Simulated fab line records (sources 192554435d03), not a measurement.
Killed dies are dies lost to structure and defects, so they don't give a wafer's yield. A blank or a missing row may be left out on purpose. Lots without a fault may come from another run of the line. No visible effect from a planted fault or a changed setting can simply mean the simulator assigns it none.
fab line records	flow n5Finfet
[record] lots = 4	wafers = 12	lastDay = 16
route steps=1938 shown BEOL_M0@739 BEOL_M1@751 BEOL_M4@1111 PASSIVATION@1936
lots untouched by any fault: they come from a run of this same line in which no faults occurred
startH: hours from the record's first day to the start of the lot's first wafer shown	waitH: hours since the lot's step before	" same as the row above	L1.1+2: several wafers, shown together as one row	- no value, or no start given	* or withheld: withheld	< > ~ a bound
route shown NAME@n: a module of which the file shows steps, and the number in the route of the first	usual: mean/standard deviation taken from wafers without a fault	same: alike in all rows	chamber/n: place in a boat	sites: each site's reading	_std_site: their standard deviation	_edge_site: inner sites' mean taken away from outer sites' mean	radiusMm: for every site, how far away it sits from the centre of the wafer	mask NAME#n: copy n	behind: the last tool/chamber to shape the wafer	hold: why the lot went on hold/how many hours it stayed there/how the hold came to an end	device: the n, p or np transistor that did not switch	end of line: the route-end tests of the same wafers	a step with no rows: only its recipe	killed: at the first sort, the dies lost to defects and structure; wafer yield is something else	map: dies across one wafer; x = killed, . = not, _ = none there
set.NAME: the run value of the setting; set.NAME@STEP: its run value at that earlier step	model.NAME: the simulator's own value behind a step, which no gauge read
lots seen at some steps along the route; tables by step, rows by wafer
services: when a tool's chamber went out of use (startH, in hours from the record's first day, below 0 if earlier), for how many hours, and the reason
[[steps]]
[step N5_BEOL_M0_ANNEAL_135]
[recipe] tempC = 400	timeS = 60	ambient = vacuum
[step N5_BEOL_M0_SPUTTER_141]
[recipe] material = Cu	targetThkA = 40	tempC = -20	chamberPressurePa = 0.07	powerW = withheld	timeS = 7.37
[step N5_BEOL_M0_ECD_118]
[recipe] material = Cu	targetThkA = 3000
[step N5_BEOL_M0_ANNEAL_119]
[recipe] tempC = 225	timeS = 90	ambient = N2
[step N5_BEOL_M0_CMP_120]
[recipe] stopOn = SiOC	tOverpolishS = 6.9	downForcePsi = 1	platenRpm = 50	clearingPlatenDownForcePsi = 1.5	clearingPlatenRpm = 50	postCmpClean = cuAlkaline	clearingPlatenPadVelocityMS = 0.99484	padVelocityMS = 0.99484
[step N5_BEOL_M0_PRE_CLEAN_131]
[recipe] gas = NH3/H2	timeS = 15	tempC = *	rfPowerW = 300
[step N5_BEOL_M0_CO_CAP_123]
[recipe] material = Co	targetThkA = 20	tempC = 200	precursor = CCTBA/H2	pressureTorr = 30	timeS = 102.1
[step N5_BEOL_M0_PRE_CLEAN_124]
[recipe] gas = NH3	timeS = 15	tempC = withheld	rfPowerW = 300
[step N5_BEOL_M0_DEP_125]
[recipe] material = SiCN	targetThkA = 80	tempC = withheld	precursor = 3MS/NH3	pressureTorr = 3	rfW = 202	timeS = 14
[step N5_BEOL_M1_ILD_DEP_00]
[recipe] material = SiOC	targetThkA = 790	tempC = 350	precursor = DEMS/O2	pressureTorr = 5	rfW = 500	timeS = 15.3
[usual] chamberPressureTorr = 4.999/0.011	heaterPowerW = 457/44	showerheadPlenumPTorr = 5.691/0.017	throttleValvePct = 11.5/0.35
lot.wafer	tool	chamber	startH	waitH	chamberPressureTorr	heaterPowerW	showerheadPlenumPTorr	throttleValvePct	model.SiOC_of_BEOL_M1_ILD_DEP_00.thkNm
L453.1	pecvd-03	0	124.47	0.0	4.998	443	5.725	11.4	79
L453.3	"	1	"	"	5.003	449	5.664	11.1	78.2
L453.4	"	1	"	"	5.004	444	5.669	11.1	79.2
L463.1	pecvd-03	1	189.47	0.0	5.003	466	5.673	11.3	77.4
L463.4	"	1	"	"	4.992	485	5.676	11.2	122.2
L463.5	"	2	"	"	4.989	526	5.690	11.9	80.6
L464.1	pecvd-03	1	195.04	0.0	5.018	478	5.663	11.0	79.8
L464.4	"	2	"	"	4.977	539	5.702	12.0	124.6
L464.5	"	1	"	"	5.010	379	5.661	11.2	79.4
L472.2	pecvd-02	1	236.29	0.0	5.002	455	5.695	11.5	77.8
L472.3	"	2	"	"	5.003	451	5.699	11.1	78.2
L472.5	"	0	"	"	4.986	462	5.667	12.2	79.2
[step N5_BEOL_M1_THK_MEAS_01]
[recipe] reads = SiOC_of_BEOL_M1_ILD_DEP_00
[usual] M1_ILD_THK = 79.7/1.1
lot.wafer	tool	chamber	startH	waitH	M1_ILD_THK[nm]
L453.1	filmMetro-02	-	124.54	0.0	78.8
L453.3	"	-	"	"	78.2
L453.4	"	-	"	"	79.1
L463.1	filmMetro-02	-	189.56	0.1	77.5
L463.4	"	-	"	"	122.1
L463.5	"	-	"	"	80.6
L464.1	filmMetro-01	-	195.11	0.0	79.8
L464.4	"	-	"	"	124.7
L464.5	"	-	"	"	79.3
L472.2	filmMetro-01	-	236.36	0.1	77.8
L472.3	"	-	"	"	78.3
L472.5	"	-	"	"	79.4
[step N5_BEOL_M1_PECVD_72]
[recipe] material = SiO2	targetThkA = 160	tempC = 400	precursor = TEOS/O2	pressureTorr = 5.5	rfW = 450	teosFlowSccm = 53.8	gas = O2	flowSccm = 3000	timeS = 18
[step N5_BEOL_M1_HM_DEP_02]
[recipe] material = TiN	targetThkA = 200	tempC = 25	chamberPressurePa = 0.49996
[step N5_BEOL_M1_COAT_61]
[recipe] resist = SOC	tempC = 250	timeS = 60	spinRpm = 1500	resistThkNm = 60
[step N5_BEOL_M1_COAT_62]
[recipe] resist = SiARC	tempC = 220	timeS = 60	spinRpm = 1500	resistThkNm = 12
[step N5_BEOL_M1_COAT_73]
[recipe] resist = underlayer	tempC = 205	timeS = 60	spinRpm = 1500	resistThkNm = 5
[step N5_BEOL_M1_COAT_05]
[recipe] resist = CAR-EUV	spinRpm = 1500	resistThkNm = 30
[step N5_BEOL_M1_EBR_07]
[recipe] solvent = PGMEA	ebrWidthMm = 1.5
[step N5_BEOL_M1_SOFTBAKE_06]
[recipe] tempC = 110	timeS = 60	resist = CAR-EUV
[step N5_BEOL_M1_EXPOSE_08]
[recipe] maskId = M1	na = 0.33	sourceShape = dipole	sigmaInner = 0.369	sigmaOuter = 0.767	polarization = unpolarized	doseMj = 33
[step N5_BEOL_M1_PEB_09]
[recipe] pebTempC = 100	pebTimeS = 60	resist = CAR-EUV
[step N5_BEOL_M1_DEVELOP_10]
[recipe] developTimeS = 30	developer = TMAH	resist = CAR-EUV	rinseLiquid = surfactantRinse	dry = airSpin	devTempC = 23
[step N5_BEOL_M1_DESCUM_16]
[recipe] chemistry = O2	timeS = 7	sourcePowerW = 50	biasPowerW = 20	pressureMtorr = 20	rfFrequencyHz = 2.712e+07	tempC = 40	resist = CAR-EUV	o2FlowSccm = 225
[step N5_BEOL_M1_ETCH_74]
[recipe] chemistry = N2/H2	target = underlayer	targetDepthA = 65	maskMaterial = CAR-EUV	timeS = 5.2	ionEnergyEv = 200	pressureMtorr = 30	sourceW = 840	biasW = 150	n2FlowSccm = 200	h2FlowSccm = 200	ends = cleared
[step N5_BEOL_M1_ETCH_63]
[recipe] chemistry = CF4	target = SiARC	targetDepthA = 156	maskMaterial = CAR-EUV	timeS = 26	ionEnergyEv = 80	pressureMtorr = 40	sourceW = 545	biasW = 36	Ar_flow_sccm = 100	cf4FlowSccm = 100	ends = cleared
[step N5_BEOL_M1_ETCH_64]
[recipe] chemistry = N2/H2	target = SOC	targetDepthA = 750	overetchA = 150	maskMaterial = SiARC	tempC = 40	timeS = 112.5	ionEnergyEv = 200	pressureMtorr = 30	sourceW = 840	biasW = 150	n2FlowSccm = 200	h2FlowSccm = 200
[step N5_BEOL_M1_STRIP_65]
[recipe] chemistry = N2/H2	tempC = 40	n2FlowSccm = 200	h2FlowSccm = 200	rfFrequencyHz = 6e+07
[step N5_BEOL_M1_STRIP_75]
[recipe] chemistry = N2/H2	tempC = 40	n2FlowSccm = 200	h2FlowSccm = 200	rfFrequencyHz = 6e+07
[step N5_BEOL_M1_STRIP_66]
[recipe] chemistry = CF4	resist = SiARC	powerW = 300	biasPowerW = 75	pressureMtorr = 50	cf4FlowSccm = 150	rfFrequencyHz = 6e+07
[step N5_BEOL_M1_HM_OPEN_17]
[recipe] chemistry = Cl2/BCl3	targetDepthA = 200	overetchA = 60	target = TiN	maskMaterial = SOC	ionEnergyEv = 150	pressureMtorr = 10	icpW = 1000	biasW = 126	Cl2_flow_sccm = 53.25	bcl3FlowSccm = 21.75	Ar_flow_sccm = 25
[step N5_BEOL_M1_STRIP_19]
[recipe] chemistry = O2	powerW = 400	tempC = 40	pressureMtorr = 30	rfFrequencyHz = 6e+07	biasPowerW = 0	overashFraction = 0.2	o2FlowSccm = 225
[step N5_BEOL_M1_COAT_67]
[recipe] resist = SOC	tempC = 250	timeS = 60	spinRpm = 1500	resistThkNm = 60
[step N5_BEOL_M1_COAT_68]
[recipe] resist = SiARC	tempC = 220	timeS = 60	spinRpm = 1500	resistThkNm = 12
[step N5_BEOL_M1_COAT_76]
[recipe] resist = underlayer	tempC = 205	timeS = 60	spinRpm = 1500	resistThkNm = 5
[step N5_BEOL_M1_COAT_22]
[recipe] resist = CAR-EUV	spinRpm = 1500	resistThkNm = 30
[step N5_BEOL_M1_CMP_52]
[recipe] stopOn = SiOC	tOverpolishS = 6.8	downForcePsi = 1	platenRpm = 50	clearingPlatenDownForcePsi = 1.5	clearingPlatenRpm = 50	postCmpClean = cuAlkaline	targetThkNm = 40	clearingPlatenPadVelocityMS = 0.99484	padVelocityMS = 0.99484
[usual] edgeZonePressureFrac = 1.000/0.0049	motorCurrentA = 6.0/0.33	retainingRingPressureFrac = 0.999/0.0056
lot.wafer	tool	chamber	startH	waitH	edgeZonePressureFrac	motorCurrentA	retainingRingPressureFrac	model.SiOC_of_BEOL_M1_ILD_DEP_00.thkNm	model.Cu_of_BEOL_M1_ECD_50.thkNm
L453.3	cmp-04	3	132.92	0.2	1.002	6.6	1.001	77.2	40.8
L453.1	"	0	"	"	0.994	6.5	1.003	78	40.8
L453.4	"	1	"	"	0.984	6.3	0.984	78.2	39.2
L463.1	cmp-03	0	197.60	0.3	0.998	5.7	0.996	76.4	36.4
L463.4	"	3	"	"	1.002	6.5	0.998	121.2	82.8
L463.5	"	0	"	"	1.001	5.6	0.989	79.6	38.8
L464.4	cmp-04	0	208.61	0.1	0.997	6.4	1.001	123.6	85
L464.1	"	2	"	"	1.005	6.5	0.996	78.8	38.4
L464.5	"	0	"	"	1.008	6.0	1.002	78.4	40.4
L472.2	cmp-02	0	248.30	0.4	1.005	5.1	1.000	76.8	36.2
L472.3	"	1	"	"	1.005	5.8	0.993	77.2	37
L472.5	"	1	"	"	1.000	5.5	0.998	78.4	38.6
[step N5_BEOL_M4_RC_MEAS_101]
[usual] DIBL_N = 37.5/1.9	DIBL_P = 37.3/2.4	IOFF_N = 0.18/0.038	IOFF_P = 0.23/0.045	ION_N = 677/11	ION_P = 464/8.1	SS_N = 72.0/0.68	SS_P = 73.5/0.77	VT_N = 249/3.3	VT_P = -249/3.6
lot.wafer	tool	chamber	startH	waitH	DIBL_N[mV/V]	DIBL_P[mV/V]	IOFF_N[nA/um]	IOFF_P[nA/um]	ION_N[uA/um]	ION_P[uA/um]	SS_N[mV/dec]	SS_P[mV/dec]	VT_N[mV]	VT_P[mV]
L453.1	prober-01	0	163.18	0.0	39.4	38.4	0.23	0.23	677	451	72.3	74.0	244	-253
L453.3	"	0	"	"	36.6	36.3	0.17	0.21	678	460	71.4	74.4	248	-250
L453.4	"	0	"	"	36.1	34.8	0.17	0.20	673	462	72.6	73.4	249	-248
L463.1	prober-01	0	227.59	0.0	38.5	36.0	0.19	0.24	675	466	72.9	74.3	247	-247
L463.5	"	0	"	"	37.2	35.0	0.17	0.23	692	468	72.1	72.0	248	-247
L464.1	prober-02	0	243.19	0.0	36.2	34.9	0.16	0.18	672	463	72.3	72.7	252	-250
L464.5	"	0	"	"	36.6	37.2	0.14	0.22	662	455	71.9	73.6	251	-251
L472.2	prober-02	0	293.34	0.2	36.6	35.4	0.15	0.17	672	456	71.6	73.3	253	-255
L472.3	"	0	"	"	40.8	40.6	0.24	0.26	692	469	72.2	75.3	244	-248
L472.5	"	0	"	"	36.8	36.3	0.15	0.18	672	459	72.0	73.1	251	-252
[step N5_PASSIVATION_PROBE_49]
[usual] defectLimitedYield = 91.2/1.5	killed_at_M0_to_M3 = 31/10	killed_at_M4_up = 15/5.9	killedAtContacts = 13/6	killedAtFrontEnd = 41/11	killedAtOther = 4/3.1	killedDies = 104/18	killedOnRim = 14/4.1	killedOpen = 68/13	killedShort = 33/8.1	sort_bin_5_function = 5.1/1.1	sort_bin_6_memory = 3.2/0.69	sortNPass = 1076/18	sortYieldPct = 91.2/1.5
[same] grossDies = 1180	killedAtBackSide = 0	sort_bin_4_leakage[%] = 0	sort_bin_8_speed[%] = 0
lot.wafer	tool	chamber	startH	waitH	defectLimitedYield[%]	killed_at_M0_to_M3	killed_at_M4_up	killedAtContacts	killedAtFrontEnd	killedAtOther	killedDies	killedOnRim	killedOpen	killedShort	sort_bin_5_function[%]	sort_bin_6_memory[%]	sortNPass	sortYieldPct[%]
L463.1	prober-01	-	329.58	0.0	89.5	35	19	9	54	7	124	16	75	49	5.5	4.5	1056	89.5
L463.4	prober-01	-	329.73	0.2	0	1094	19	4	51	12	1180	152	62	48	96.0	3.4	0	0
L463.5	prober-01	-	329.78	0.2	90.8	35	22	10	39	3	109	11	61	45	5.3	3.5	1071	90.8
L464.1	prober-01	-	342.96	0.6	91.4	29	11	15	41	6	102	13	68	33	6.4	1.9	1078	91.4
L464.4	prober-01	-	343.11	0.7	0	1079	22	25	44	10	1180	152	82	37	95.4	3.7	0	0
L464.5	prober-01	-	343.16	0.8	91.9	31	30	11	20	4	96	11	68	28	5.2	2.5	1084	91.9
// killed by level:class
L463.1 FIN_SAQP:geometricParticle:short=15 FIN_SAQP:geometricParticle:open=14 BEOL_M2:geometricParticle:open=9 GATE_CUT:geometricParticle:short=8 STI_FIN_REVEAL:geometricParticle:open=7 MOL_CONTACT_COAG:geometricParticle:open=7 BEOL_M3:geometricParticle:open=7 BEOL_M4:geometricParticle:open=6
L463.4 BEOL_M1:areaEtch=1069 FIN_SAQP:geometricParticle:short=19 BEOL_M4:geometricParticle:open=13 FIN_SAQP:geometricParticle:open=10 BEOL_M0:geometricParticle:open=8 GATE_CUT:geometricParticle:short=7 ILD0:geometricParticle:open=5 STI_FIN_REVEAL:geometricParticle:open=4
L463.5 FIN_SAQP:geometricParticle:short=14 FIN_SAQP:geometricParticle:open=12 BEOL_M4:geometricParticle:open=11 BEOL_M0_SAQP:geometricParticle:short=7 MOL_CONTACT_COAG:geometricParticle:open=7 BEOL_M0_SAQP:geometricParticle:open=7 BEOL_M2:geometricParticle:open=5 BEOL_M5:geometricParticle:short=4
L464.1 MOL_CONTACT_COAG:geometricParticle:open=14 FIN_SAQP:geometricParticle:open=11 FIN_SAQP:geometricParticle:short=11 BEOL_M4:geometricParticle:open=8 BEOL_M1:geometricParticle:open=7 BEOL_M0_SAQP:geometricParticle:short=6 BEOL_M0_SAQP:geometricParticle:open=6 DUMMY_GATE:geometricParticle:open=5
L464.4 BEOL_M1:areaEtch=1060 MOL_CONTACT_COAG:geometricParticle:open=18 STI_FIN_REVEAL:geometricParticle:open=11 DUMMY_GATE:geometricParticle:open=11 BEOL_M4:geometricParticle:open=11 MOL_CONTACT_COAG:geometricParticle:short=7 FIN_SAQP:geometricParticle:open=4 FIN_SAQP:geometricParticle:short=4
L464.5 BEOL_M4:geometricParticle:open=17 MOL_CONTACT_COAG:geometricParticle:open=9 BEOL_M0_SAQP:geometricParticle:short=8 BEOL_M2:geometricParticle:open=7 BEOL_M0:geometricParticle:open=5 BEOL_M5:geometricParticle:open=5 FIN_SAQP:geometricParticle:short=3 FIN_SAQP:geometricParticle:open=3
// map L463.4 (x killed, . not)
_________________xxxxxxxxxxxx________________
______________xxxxxxxxxxxxxxxxxx_____________
___________xxxxxxxxxxxxxxxxxxxxxxxx__________
__________xxxxxxxxxxxxxxxxxxxxxxxxxx_________
________xxxxxxxxxxxxxxxxxxxxxxxxxxxxxx_______
_______xxxxxxxxxxxxxxxxxxxxxxxxxxxxxxxx______
______xxxxxxxxxxxxxxxxxxxxxxxxxxxxxxxxxx_____
_____xxxxxxxxxxxxxxxxxxxxxxxxxxxxxxxxxxxx____
____xxxxxxxxxxxxxxxxxxxxxxxxxxxxxxxxxxxxxx___
___xxxxxxxxxxxxxxxxxxxxxxxxxxxxxxxxxxxxxxxx__
___xxxxxxxxxxxxxxxxxxxxxxxxxxxxxxxxxxxxxxxx__
__xxxxxxxxxxxxxxxxxxxxxxxxxxxxxxxxxxxxxxxxxx_
__xxxxxxxxxxxxxxxxxxxxxxxxxxxxxxxxxxxxxxxxxx_
_xxxxxxxxxxxxxxxxxxxxxxxxxxxxxxxxxxxxxxxxxxxx
_xxxxxxxxxxxxxxxxxxxxxxxxxxxxxxxxxxxxxxxxxxxx
_xxxxxxxxxxxxxxxxxxxxxxxxxxxxxxxxxxxxxxxxxxxx
_xxxxxxxxxxxxxxxxxxxxxxxxxxxxxxxxxxxxxxxxxxxx
_xxxxxxxxxxxxxxxxxxxxxxxxxxxxxxxxxxxxxxxxxxxx
_xxxxxxxxxxxxxxxxxxxxxxxxxxxxxxxxxxxxxxxxxxxx
_xxxxxxxxxxxxxxxxxxxxxxxxxxxxxxxxxxxxxxxxxxxx
_xxxxxxxxxxxxxxxxxxxxxxxxxxxxxxxxxxxxxxxxxxxx
__xxxxxxxxxxxxxxxxxxxxxxxxxxxxxxxxxxxxxxxxxx_
__xxxxxxxxxxxxxxxxxxxxxxxxxxxxxxxxxxxxxxxxxx_
___xxxxxxxxxxxxxxxxxxxxxxxxxxxxxxxxxxxxxxxx__
___xxxxxxxxxxxxxxxxxxxxxxxxxxxxxxxxxxxxxxxx__
____xxxxxxxxxxxxxxxxxxxxxxxxxxxxxxxxxxxxxx___
_____xxxxxxxxxxxxxxxxxxxxxxxxxxxxxxxxxxxx____
______xxxxxxxxxxxxxxxxxxxxxxxxxxxxxxxxxx_____
_______xxxxxxxxxxxxxxxxxxxxxxxxxxxxxxxx______
________xxxxxxxxxxxxxxxxxxxxxxxxxxxxxx_______
__________xxxxxxxxxxxxxxxxxxxxxxxxxx_________
___________xxxxxxxxxxxxxxxxxxxxxxxx__________
______________xxxxxxxxxxxxxxxxxx_____________
_________________xxxxxxxxxxxx________________
// map L464.4 (x killed, . not)
_________________xxxxxxxxxxxx________________
______________xxxxxxxxxxxxxxxxxx_____________
___________xxxxxxxxxxxxxxxxxxxxxxxx__________
__________xxxxxxxxxxxxxxxxxxxxxxxxxx_________
________xxxxxxxxxxxxxxxxxxxxxxxxxxxxxx_______
_______xxxxxxxxxxxxxxxxxxxxxxxxxxxxxxxx______
______xxxxxxxxxxxxxxxxxxxxxxxxxxxxxxxxxx_____
_____xxxxxxxxxxxxxxxxxxxxxxxxxxxxxxxxxxxx____
____xxxxxxxxxxxxxxxxxxxxxxxxxxxxxxxxxxxxxx___
___xxxxxxxxxxxxxxxxxxxxxxxxxxxxxxxxxxxxxxxx__
___xxxxxxxxxxxxxxxxxxxxxxxxxxxxxxxxxxxxxxxx__
__xxxxxxxxxxxxxxxxxxxxxxxxxxxxxxxxxxxxxxxxxx_
__xxxxxxxxxxxxxxxxxxxxxxxxxxxxxxxxxxxxxxxxxx_
_xxxxxxxxxxxxxxxxxxxxxxxxxxxxxxxxxxxxxxxxxxxx
_xxxxxxxxxxxxxxxxxxxxxxxxxxxxxxxxxxxxxxxxxxxx
_xxxxxxxxxxxxxxxxxxxxxxxxxxxxxxxxxxxxxxxxxxxx
_xxxxxxxxxxxxxxxxxxxxxxxxxxxxxxxxxxxxxxxxxxxx
_xxxxxxxxxxxxxxxxxxxxxxxxxxxxxxxxxxxxxxxxxxxx
_xxxxxxxxxxxxxxxxxxxxxxxxxxxxxxxxxxxxxxxxxxxx
_xxxxxxxxxxxxxxxxxxxxxxxxxxxxxxxxxxxxxxxxxxxx
_xxxxxxxxxxxxxxxxxxxxxxxxxxxxxxxxxxxxxxxxxxxx
__xxxxxxxxxxxxxxxxxxxxxxxxxxxxxxxxxxxxxxxxxx_
__xxxxxxxxxxxxxxxxxxxxxxxxxxxxxxxxxxxxxxxxxx_
___xxxxxxxxxxxxxxxxxxxxxxxxxxxxxxxxxxxxxxxx__
___xxxxxxxxxxxxxxxxxxxxxxxxxxxxxxxxxxxxxxxx__
____xxxxxxxxxxxxxxxxxxxxxxxxxxxxxxxxxxxxxx___
_____xxxxxxxxxxxxxxxxxxxxxxxxxxxxxxxxxxxx____
______xxxxxxxxxxxxxxxxxxxxxxxxxxxxxxxxxx_____
_______xxxxxxxxxxxxxxxxxxxxxxxxxxxxxxxx______
________xxxxxxxxxxxxxxxxxxxxxxxxxxxxxx_______
__________xxxxxxxxxxxxxxxxxxxxxxxxxx_________
___________xxxxxxxxxxxxxxxxxxxxxxxx__________
______________xxxxxxxxxxxxxxxxxx_____________
_________________xxxxxxxxxxxx________________
[[services]]
tool	chamber	startH	hours	kind
pecvd-02	2	108.86	5.5	scheduledDown
cmp-03	-	114.92	5.2	pm
cmp-04	-	123.04	2.1	repair
cmp-02	-	130.62	2.9	repair
pecvd-02	1	142.59	5.0	scheduledDown
pecvd-03	1	152.33	5.4	repair
cmp-02	-	153.46	31.7	pm
cmp-03	-	168.10	0.7	repair
pecvd-02	2	186.72	8.7	repair
pecvd-03	0	188.29	5.5	scheduledDown
pecvd-03	-	206.11	2.8	pm
cmp-02	-	207.54	0.9	repair
pecvd-02	0	208.82	4.3	repair
cmp-02	-	224.50	9.2	repair
cmp-03	-	227.22	4.0	pm
cmp-03	-	231.22	-	consumableReplace:conditioner
cmp-03	-	231.22	-	consumableReplace:pad
cmp-04	-	238.70	5.5	pm
pecvd-03	-	246.54	6.0	pm
[[key]]
[firstSign] step = N5_BEOL_M1_THK_MEAS_01	reading = M1_ILD_THK	direction = up	sigmas = 39	usual = 79.7	struck = 123.4
[effect] step = N5_PASSIVATION_PROBE_49	reading = killed_at_M0_to_M3	direction = up	sigmas = 99+	usual = 31	struck = 1086
[modelEffect] step = N5_BEOL_M1_ILD_DEP_00	value = SiOC_of_BEOL_M1_ILD_DEP_00.thkNm	without = 79.6	struck = 123.4
[modelEffect] step = N5_BEOL_M1_CMP_52	value = SiOC_of_BEOL_M1_ILD_DEP_00.thkNm	without = 78.6	struck = 122.4
[moreKillsBornAt] N5_BEOL_M1_ETCH_41@rieDiel-01 = 1069	N5_BEOL_M1_ETCH_41@rieDiel-02 = 1060
metAt N5_BEOL_M1_ILD_DEP_00
struckWafers L463.4,L464.4
laterRowsLeftOut L463.4,L464.4
onsetBetween 124.47 189.47
[fault] kind = processParameterDrift	tool = pecvd-03	chamber = -	onsetH = 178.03	steps = N5_BEOL_M1_ILD_DEP_00	channel = timeS	offset = *	shape = step	endH = 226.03	scope = struckWafersOnly	actsIn = *	stated = *
// laterRowsLeftOut: the simulator's readings of these wafers behind a module that went badly wrong aren't trusted and aren't shown, but for the sort
